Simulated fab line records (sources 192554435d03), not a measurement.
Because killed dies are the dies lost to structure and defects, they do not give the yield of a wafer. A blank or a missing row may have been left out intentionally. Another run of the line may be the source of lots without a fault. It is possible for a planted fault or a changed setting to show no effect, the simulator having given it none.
Matching of chambers / flow n5Finfet / N5_BEOL_M7_ILD_DEP_00 on pecvd-01 has 3 sister chambers
The step deposits SiCOH lowk from DEMS/porogen, target thk 179.75 nm, time 33.4 s. 6 wafers are shown with their chamber, then 12 later ones without.

EACH WAFER AND ITS CHAMBER
wafer=L079.2; chamber=1; throttleValvePct (%)=14.5; showerheadPlenumPTorr (Torr)=5.768
wafer=L087.2; chamber=2; throttleValvePct (%)=13.2; showerheadPlenumPTorr (Torr)=5.712
wafer=L087.6; chamber=0; throttleValvePct (%)=14.4; showerheadPlenumPTorr (Torr)=5.697
wafer=L088.4; chamber=2; throttleValvePct (%)=13.2; showerheadPlenumPTorr (Torr)=5.701
wafer=L088.5; chamber=1; throttleValvePct (%)=14.7; showerheadPlenumPTorr (Torr)=5.785
wafer=L088.6; chamber=0; throttleValvePct (%)=14.1; showerheadPlenumPTorr (Torr)=5.709

WAFERS WITH NO CHAMBER GIVEN
wafer=L086.2; throttleValvePct (%)=13.4; showerheadPlenumPTorr (Torr)=5.699
wafer=L086.4; throttleValvePct (%)=13.1; showerheadPlenumPTorr (Torr)=5.689
wafer=L086.5; throttleValvePct (%)=13.0; showerheadPlenumPTorr (Torr)=5.703
wafer=L089.1; throttleValvePct (%)=13.0; showerheadPlenumPTorr (Torr)=5.709
wafer=L089.3; throttleValvePct (%)=14.6; showerheadPlenumPTorr (Torr)=5.785
wafer=L089.4; throttleValvePct (%)=13.1; showerheadPlenumPTorr (Torr)=5.711
wafer=L094.1; throttleValvePct (%)=14.4; showerheadPlenumPTorr (Torr)=5.761
wafer=L094.2; throttleValvePct (%)=14.1; showerheadPlenumPTorr (Torr)=5.698
wafer=L094.6; throttleValvePct (%)=13.3; showerheadPlenumPTorr (Torr)=5.717
wafer=L095.2; throttleValvePct (%)=14.7; showerheadPlenumPTorr (Torr)=5.757
wafer=L095.3; throttleValvePct (%)=13.4; showerheadPlenumPTorr (Torr)=5.700
wafer=L095.5; throttleValvePct (%)=14.3; showerheadPlenumPTorr (Torr)=5.699

THE CHAMBER EACH PASSED THROUGH
wafer=L086.2; from the rows above=2; in truth=2
wafer=L086.4; from the rows above=2; in truth=2
wafer=L086.5; from the rows above=2; in truth=2
wafer=L089.1; from the rows above=2; in truth=2
wafer=L089.3; from the rows above=1; in truth=1
wafer=L089.4; from the rows above=2; in truth=2
wafer=L094.1; from the rows above=1; in truth=1
wafer=L094.2; from the rows above=0; in truth=0
wafer=L094.6; from the rows above=2; in truth=2
wafer=L095.2; from the rows above=1; in truth=1
wafer=L095.3; from the rows above=2; in truth=2
wafer=L095.5; from the rows above=0; in truth=0
12 of 12 placed correctly. Can't be placed from these rows: 0. 0 placed wrongly.
How it was worked out, from the rows above alone: a wafer's distance from a chamber is the root of the sum, over the readings, of the square of ((its reading less the chamber's mean) divided by the reading's scatter). If the next closest chamber is less than 2 further off than the closest, the wafer can't be placed; otherwise it belongs to the closest. For every chamber, the mean is computed from those of its wafers that are shown. How the scatter is found: for the shown wafers, subtract from each reading the mean of its chamber, square and add these, divide the total by (wafers less chambers), then take the root.
